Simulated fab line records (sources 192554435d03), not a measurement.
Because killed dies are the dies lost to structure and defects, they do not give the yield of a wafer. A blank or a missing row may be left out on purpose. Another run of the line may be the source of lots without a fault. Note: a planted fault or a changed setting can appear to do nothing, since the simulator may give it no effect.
Which of the tools did it? ; flow n5Finfet ; 29 wafers from 10 lots sampled at 6 of the route's 1938 steps

WHAT THE GAUGES READ, wafer by wafer
N5_BEOL_M3_THK_MEAS_53: measures by xrf.
lot;measured;on;M3_THK (nm)
L351;day 8 11:37;filmMetro-01;38.3 39.4 40.3
L352;day 8 19:25;filmMetro-01;40.1 41.0 38.7
L348;day 9 01:43;filmMetro-02;39.1 39.1 39.6
L354;day 9 09:22;filmMetro-01;37.6 37.9 38.6
L356;day 9 15:38;filmMetro-01;40.4 39.5 42.1
L362;day 11 21:37;filmMetro-01;40.7 38.7
L363;day 12 03:07;filmMetro-02;38.8 38.3 42.3
L361;day 12 06:56;filmMetro-02;38.4 38.6 40.2
L367;day 13 03:23;filmMetro-01;41.7 38.9 41.2
L370;day 13 22:21;filmMetro-01;39.6 39.0 42.5

N5_BEOL_M3_RS_MEAS_58: a four-point-probe measurement.
lot;measured;on;M3_RS (ohm/sq)
L351;day 8 11:53;filmMetro-02;0.70 0.67 0.66
L352;day 8 19:42;filmMetro-02;0.67 0.65 0.70
L348;day 9 02:02;filmMetro-02;0.69 0.68 0.68
L354;day 9 09:37;filmMetro-01;0.71 0.71 0.69
L356;day 9 15:57;filmMetro-01;0.65 0.67 0.62
L362;day 11 21:52;filmMetro-02;0.65 0.70
L363;day 12 03:22;filmMetro-02;0.71 0.72 0.63
L361;day 12 07:12;filmMetro-01;0.70 0.70 0.67
L367;day 13 03:41;filmMetro-01;0.63 0.69 0.63
L370;day 13 22:37;filmMetro-02;0.67 0.68 0.61

N5_BEOL_M4_OVL_MEAS_12.
lot;measured;on;M4_OVL (nm)
L351;day 8 13:14;overlay-02;-0.7 0.0 -0.9
L352;day 8 22:03;overlay-01;-0.2 0.1 -0.1
L348;day 9 04:56;overlay-01;0.1 1.2 0.0
L354;day 9 11:14;overlay-02;-0.4 -0.2 0.1
L356;day 9 19:06;overlay-02;0.0 -0.4 -0.3
L362;day 11 23:23;overlay-01;14.6 14.5
L363;day 12 04:51;overlay-01;14.6 15.1 14.8
L361;day 12 08:01;overlay-02;-0.1 -0.7 0.0
L367;day 13 07:50;overlay-02;0.1 -0.1 -0.3
L370;day 13 23:28;overlay-02;-0.1 0.2 0.1

N5_BEOL_M4_RC_MEAS_101.
lot;measured;on;DIBL_N (mV/V);DIBL_P (mV/V);IOFF_N (nA/um);IOFF_P (nA/um);ION_N (uA/um);ION_P (uA/um);SS_N (mV/dec);SS_P (mV/dec);VT_N (mV);VT_P (mV)
L351;day 8 22:56;prober-02;38.7 35.8 34.1;40.6 36.7 33.8;0.22 0.14 0.12;0.26 0.18 0.15;701 676 667;473 455 454;72.0 71.4 71.0;74.6 73.2 72.5;242.9 251.4 251.3;-248 -256 -256
L352;day 9 10:14;prober-02;36.0 37.9 35.0;36.5 39.2 35.4;0.17 0.21 0.15;0.24 0.29 0.21;691 684 684;468 471 469;71.0 71.7 70.8;73.2 74.4 73.2;248.1 245.2 249.1;-247 -246 -249
L348;day 9 21:03;prober-02;37.9 38.6 38.9;37.9 38.6 40.7;0.17 0.19 0.21;0.20 0.22 0.26;671 677 713;454 459 480;72.0 72.0 71.7;73.3 73.4 73.4;250.8 247.7 244.9;-250 -249 -249
L354;day 9 19:16;prober-02;36.6 37.9 38.8;35.3 38.5 38.1;0.14 0.18 0.19;0.16 0.22 0.21;663 684 681;449 464 463;72.0 72.4 71.7;72.9 74.1 74.2;253.8 248.7 249.6;-254 -253 -253
L356;day 10 03:49;prober-01;37.7 37.6 34.5;37.9 37.6 35.4;0.15 0.16 0.11;0.19 0.18 0.15;665 673 655;458 454 452;71.3 71.9 70.6;74.0 72.9 73.1;251.8 252.4 255.9;-255 -257 -258
L362;day 12 10:58;prober-02;37.6 37.3;37.0 37.4;0.15 0.16;0.17 0.17;673 676;459 453;71.1 71.5;72.8 72.9;250.8 248.5;-256 -256
L363;day 12 17:54;prober-02;38.3 40.4 36.9;39.1 40.5 39.4;0.20 0.23 0.18;0.21 0.25 0.22;682 686 683;458 463 467;72.4 72.7 71.5;73.3 74.5 73.8;247.9 246.6 246.6;-251 -248 -250
L361;day 12 19:37;prober-02;38.4 40.1 35.5;37.8 40.3 35.3;0.18 0.21 0.12;0.22 0.27 0.19;676 688 671;461 474 467;70.8 71.5 70.7;73.7 74.3 73.8;247.8 247.0 252.9;-251 -247 -252
L367;day 13 19:06;prober-02;37.3 38.2 41.6;37.1 37.8 41.5;0.17 0.20 0.29;0.22 0.24 0.31;703 677 701;478 462 477;72.3 71.6 72.4;73.7 74.4 75.2;246.6 245.7 241.5;-249 -250 -244
L370;day 14 10:52;prober-02;39.5 40.7 37.4;39.0 38.9 35.8;0.18 0.21 0.16;0.24 0.24 0.20;664 678 680;463 461 461;71.9 73.2 71.3;73.9 74.5 73.8;249.3 247.9 250.8;-248 -247 -250

WHICH TOOL RAN EACH LOT (tool, then ch and the chambers of the sampled wafers, then the start)
lot;N5_BEOL_M3_CO_CAP_55;N5_BEOL_M4_EXPOSE_08
L351;cvdCo-02 ch 0,1, day 8 11:42;euvScanner-01 ch 0, day 8 13:05
L352;cvdCo-01 ch 0,1,2, day 8 19:30;euvScanner-02 ch 0, day 8 21:53
L348;cvdCo-02 ch 0,1,2, day 9 01:51;euvScanner-01 ch 0, day 9 04:46
L354;cvdCo-01 ch 0,1,2, day 9 09:26;euvScanner-02 ch 0, day 9 11:04
L356;cvdCo-01 ch 1,2, day 9 15:46;euvScanner-01 ch 0, day 9 18:56
L362;cvdCo-01 ch 0,1, day 11 21:41;euvScanner-01 ch 0, day 11 23:14
L363;cvdCo-02 ch 0,2, day 12 03:11;euvScanner-01 ch 0, day 12 04:41
L361;cvdCo-02 ch 0,2, day 12 07:01;euvScanner-02 ch 0, day 12 07:52
L367;cvdCo-02 ch 0,1,2, day 13 03:28;euvScanner-02 ch 0, day 13 07:41
L370;cvdCo-01 ch 0,1,2, day 13 22:26;euvScanner-02 ch 0, day 13 23:19
- N5_BEOL_M3_CO_CAP_55: material Co, precursor CCTBA/H2, target thk 2 nm, time 102.1 s.
- N5_BEOL_M4_EXPOSE_08: exposes mask M4.

AS READ BY THE TOOLS THEMSELVES (means over the sampled wafers that have a number; for cases with no such wafer, the mark the record gives instead)
N5_BEOL_M3_CO_CAP_55.
lot;tool;heaterPowerW (W)
L351;cvdCo-02;257
L352;cvdCo-01;251
L348;cvdCo-02;240
L354;cvdCo-01;254
L356;cvdCo-01;261
L362;cvdCo-01;262
L363;cvdCo-02;219
L361;cvdCo-02;221
L367;cvdCo-02;241
L370;cvdCo-01;256

N5_BEOL_M4_EXPOSE_08.
lot;tool;exposureDoseMJCm2;reticleTempC (C)
L351;euvScanner-01;41.2;23.08
L352;euvScanner-02;41.8;22.99
L348;euvScanner-01;41.2;22.95
L354;euvScanner-02;41.8;23.00
L356;euvScanner-01;41.2;22.93
L362;euvScanner-01;41.2;23.02
L363;euvScanner-01;41.3;22.94
L361;euvScanner-02;41.8;22.89
L367;euvScanner-02;41.8;23.06
L370;euvScanner-02;41.9;22.98

THE ANSWER, worked out from the rows above alone
Rule: what is usual is taken from the lots themselves. The widest of any qualifying gaps counts: lots, ordered by their means at a reading, are off when they make up no more than a third of the lots, leave a main group of 4 or more, and stand apart from it by 3 or more times the standard deviation of that group's means. A main group is skipped when, at the precision printed for the reading in the tables above, its means are all equal. Also off: a lot with no number at a reading for which 4 or more lots have one. Any other lot the step has rows for is counted as sound. Order of review: gauges by route order, followed by the tools' own readings, for which a lot's mean as printed above is used. At the first step where some lot is off, the reading lying furthest off is the one used; lots without a number count as furthest.
Off: L362, L363, seen at N5_BEOL_M4_OVL_MEAS_12 (M4_OVL). For the main group the mean is -0.1 nm and the standard deviation 0.26.
A tool fits if, at a process step before that reading, it ran every lot that is off, and no sound lot after the first of them. Gauges at N5_BEOL_M4_OVL_MEAS_12: tried the same way as those tools. 2 tools fit, euvScanner-01 at N5_BEOL_M4_EXPOSE_08 and overlay-01 at N5_BEOL_M4_OVL_MEAS_12, so this cannot tell which one it is.

WHAT THE SIMULATOR HAD PUT IN
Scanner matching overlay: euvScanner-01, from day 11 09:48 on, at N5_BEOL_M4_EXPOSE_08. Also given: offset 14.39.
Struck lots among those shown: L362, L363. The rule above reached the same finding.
